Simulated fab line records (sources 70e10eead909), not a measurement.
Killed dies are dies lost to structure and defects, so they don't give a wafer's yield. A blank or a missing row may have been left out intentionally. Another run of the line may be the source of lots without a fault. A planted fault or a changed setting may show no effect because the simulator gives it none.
Chamber matching || flow nandHarc || NHARC_A_STAIRCASE_DESCUM_186 on rieDiel-07: 4 sister chambers
The step chemistry O2, time 3 s. 14 wafers are shown with their chamber, then 7 later ones without.

== WAFERS, EACH WITH ITS CHAMBER ==
{"wafer": "L075.2", "chamber": 3, "drypumpMotorCurrentA (A)": 5.1, "showerheadPlenumPTorr (Torr)": 1.93, "oesProductAu (a.u.)": 0.992}
{"wafer": "L075.3", "chamber": 0, "drypumpMotorCurrentA (A)": 5.3, "showerheadPlenumPTorr (Torr)": 1.97, "oesProductAu (a.u.)": 1.011}
{"wafer": "L075.5", "chamber": 3, "drypumpMotorCurrentA (A)": 5.1, "showerheadPlenumPTorr (Torr)": 1.93, "oesProductAu (a.u.)": 0.985}
{"wafer": "L082.1", "chamber": 2, "drypumpMotorCurrentA (A)": 6.2, "showerheadPlenumPTorr (Torr)": 1.87, "oesProductAu (a.u.)": 0.999}
{"wafer": "L082.4", "chamber": 1, "drypumpMotorCurrentA (A)": 6.6, "showerheadPlenumPTorr (Torr)": 1.90, "oesProductAu (a.u.)": 1.012}
{"wafer": "L082.5", "chamber": 0, "drypumpMotorCurrentA (A)": 5.3, "showerheadPlenumPTorr (Torr)": 1.96, "oesProductAu (a.u.)": 1.023}
{"wafer": "L084.4", "chamber": 1, "drypumpMotorCurrentA (A)": 6.6, "showerheadPlenumPTorr (Torr)": 1.90, "oesProductAu (a.u.)": 1.010}
{"wafer": "L084.5", "chamber": 1, "drypumpMotorCurrentA (A)": 6.7, "showerheadPlenumPTorr (Torr)": 1.90, "oesProductAu (a.u.)": 1.013}
{"wafer": "L084.6", "chamber": 0, "drypumpMotorCurrentA (A)": 5.3, "showerheadPlenumPTorr (Torr)": 1.96, "oesProductAu (a.u.)": 1.016}
{"wafer": "L087.3", "chamber": 3, "drypumpMotorCurrentA (A)": 5.1, "showerheadPlenumPTorr (Torr)": 1.92, "oesProductAu (a.u.)": 0.975}
{"wafer": "L087.5", "chamber": 1, "drypumpMotorCurrentA (A)": 6.6, "showerheadPlenumPTorr (Torr)": 1.90, "oesProductAu (a.u.)": 1.015}
{"wafer": "L087.6", "chamber": 2, "drypumpMotorCurrentA (A)": 6.1, "showerheadPlenumPTorr (Torr)": 1.87, "oesProductAu (a.u.)": 1.005}
{"wafer": "L091.1", "chamber": 2, "drypumpMotorCurrentA (A)": 6.2, "showerheadPlenumPTorr (Torr)": 1.86, "oesProductAu (a.u.)": 1.003}
{"wafer": "L091.3", "chamber": 1, "drypumpMotorCurrentA (A)": 6.7, "showerheadPlenumPTorr (Torr)": 1.90, "oesProductAu (a.u.)": 1.020}

SIGNATURES (means of the wafers above)
{"reading": "drypumpMotorCurrentA", "chamber 0": 5.300, "chamber 1": 6.640, "chamber 2": 6.167, "chamber 3": 5.100, "scatter within a chamber": 0.0432}
{"reading": "showerheadPlenumPTorr", "chamber 0": 1.9633, "chamber 1": 1.9000, "chamber 2": 1.8667, "chamber 3": 1.9267, "scatter within a chamber": 0.00447}
{"reading": "oesProductAu", "chamber 0": 1.01667, "chamber 1": 1.01400, "chamber 2": 1.00233, "chamber 3": 0.98400, "scatter within a chamber": 0.00543}
Rule: distance of a wafer from a chamber = root of the sum over the readings of ((wafer's reading minus chamber's mean) / reading's scatter) squared. The wafer belongs to the nearest chamber; if the next one is less than 2 further off, it can't be placed. The scatter: the root of (the sum of the squares of (reading less its chamber's mean) over the shown wafers, divided by (wafers less chambers)).

== WAFERS WITH NO CHAMBER GIVEN ==
{"wafer": "L091.4", "drypumpMotorCurrentA (A)": 5.1, "showerheadPlenumPTorr (Torr)": 1.92, "oesProductAu (a.u.)": 0.986}
{"wafer": "L094.2", "drypumpMotorCurrentA (A)": 6.7, "showerheadPlenumPTorr (Torr)": 1.89, "oesProductAu (a.u.)": 1.023}
{"wafer": "L094.3", "drypumpMotorCurrentA (A)": 6.2, "showerheadPlenumPTorr (Torr)": 1.86, "oesProductAu (a.u.)": 1.000}
{"wafer": "L094.4", "drypumpMotorCurrentA (A)": 5.1, "showerheadPlenumPTorr (Torr)": 1.92, "oesProductAu (a.u.)": 0.989}
{"wafer": "L097.1", "drypumpMotorCurrentA (A)": 6.1, "showerheadPlenumPTorr (Torr)": 1.86, "oesProductAu (a.u.)": 1.012}
{"wafer": "L097.2", "drypumpMotorCurrentA (A)": 6.7, "showerheadPlenumPTorr (Torr)": 1.89, "oesProductAu (a.u.)": 1.014}
{"wafer": "L097.3", "drypumpMotorCurrentA (A)": 5.3, "showerheadPlenumPTorr (Torr)": 1.95, "oesProductAu (a.u.)": 1.019}

== THE CHAMBER EACH PASSED THROUGH ==
{"wafer": "L091.4", "from the rows above": 3, "in truth": 3}
{"wafer": "L094.2", "from the rows above": 1, "in truth": 1}
{"wafer": "L094.3", "from the rows above": 2, "in truth": 2}
{"wafer": "L094.4", "from the rows above": 3, "in truth": 3}
{"wafer": "L097.1", "from the rows above": 2, "in truth": 2}
{"wafer": "L097.2", "from the rows above": 1, "in truth": 1}
{"wafer": "L097.3", "from the rows above": 0, "in truth": 0}
7 of 7 placed correctly. Not placeable from these rows: 0. Number placed wrongly: 0.
